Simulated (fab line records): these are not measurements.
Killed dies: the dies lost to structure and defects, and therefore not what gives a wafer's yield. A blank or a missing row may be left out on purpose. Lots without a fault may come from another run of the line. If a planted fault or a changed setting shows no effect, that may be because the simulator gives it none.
Matching of chambers :: flow nand-harc :: 3 sister chambers for NHARC_A_ONON_D1_DEP_33 on pecvd-03
The step deposits SiO2, target thk 200 nm. 6 wafers are shown with their chamber, then 12 later ones without.

EACH WAFER AND ITS CHAMBER
wafer: L089.2
chamber: 0
throttle-valve-pct (%): 16.9
heater-power-w (W): 507

wafer: L089.4
chamber: 0
throttle-valve-pct (%): 17.2
heater-power-w (W): 510

wafer: L089.5
chamber: 2
throttle-valve-pct (%): 16.1
heater-power-w (W): 521

wafer: L088.1
chamber: 2
throttle-valve-pct (%): 16.2
heater-power-w (W): 531

wafer: L088.2
chamber: 1
throttle-valve-pct (%): 15.0
heater-power-w (W): 469

wafer: L088.5
chamber: 1
throttle-valve-pct (%): 15.2
heater-power-w (W): 497

WAFERS WITH NO CHAMBER GIVEN
wafer: L090.2
throttle-valve-pct (%): 15.2
heater-power-w (W): 426

wafer: L090.5
throttle-valve-pct (%): 15.2
heater-power-w (W): 438

wafer: L090.6
throttle-valve-pct (%): 16.4
heater-power-w (W): 523

wafer: L091.2
throttle-valve-pct (%): 16.6
heater-power-w (W): 493

wafer: L091.3
throttle-valve-pct (%): 16.7
heater-power-w (W): 513

wafer: L091.6
throttle-valve-pct (%): 16.9
heater-power-w (W): 524

wafer: L093.1
throttle-valve-pct (%): 15.4
heater-power-w (W): 510

wafer: L093.2
throttle-valve-pct (%): 16.2
heater-power-w (W): 506

wafer: L093.5
throttle-valve-pct (%): 15.2
heater-power-w (W): 523

wafer: L096.2
throttle-valve-pct (%): 16.0
heater-power-w (W): 560

wafer: L096.3
throttle-valve-pct (%): 15.1
heater-power-w (W): 481

wafer: L096.6
throttle-valve-pct (%): 15.9
heater-power-w (W): 424

CHAMBER TAKEN BY EACH
wafer: L090.2
from the rows above: 1
in truth: 1

wafer: L090.5
from the rows above: 1
in truth: 1

wafer: L090.6
from the rows above: 2
in truth: 2

wafer: L091.2
from the rows above: can't be placed: 0 or 2
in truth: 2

wafer: L091.3
from the rows above: can't be placed: 0 or 2
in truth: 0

wafer: L091.6
from the rows above: 0
in truth: 0

wafer: L093.1
from the rows above: 1
in truth: 1

wafer: L093.2
from the rows above: 2
in truth: 2

wafer: L093.5
from the rows above: 1
in truth: 1

wafer: L096.2
from the rows above: 2
in truth: 2

wafer: L096.3
from the rows above: 1
in truth: 1

wafer: L096.6
from the rows above: can't be placed: 1 or 2
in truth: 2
Correctly placed: 9 of 12. Cannot be placed on the basis of these rows: 3; the candidates contain the true chamber in 3. Wrongly placed: 0.
How it was worked out, from the rows above alone: a wafer's distance from a chamber is the root of the sum, over the readings, of the square of ((its reading less the chamber's mean) divided by the reading's scatter). If the next closest chamber is less than 2 further off than the closest, the wafer can't be placed; otherwise it belongs to the closest. The mean given for a chamber averages the wafers shown for that chamber. The scatter: take each reading less its chamber's mean, square it, sum over the shown wafers, divide by the number of wafers less the number of chambers, and take the root.
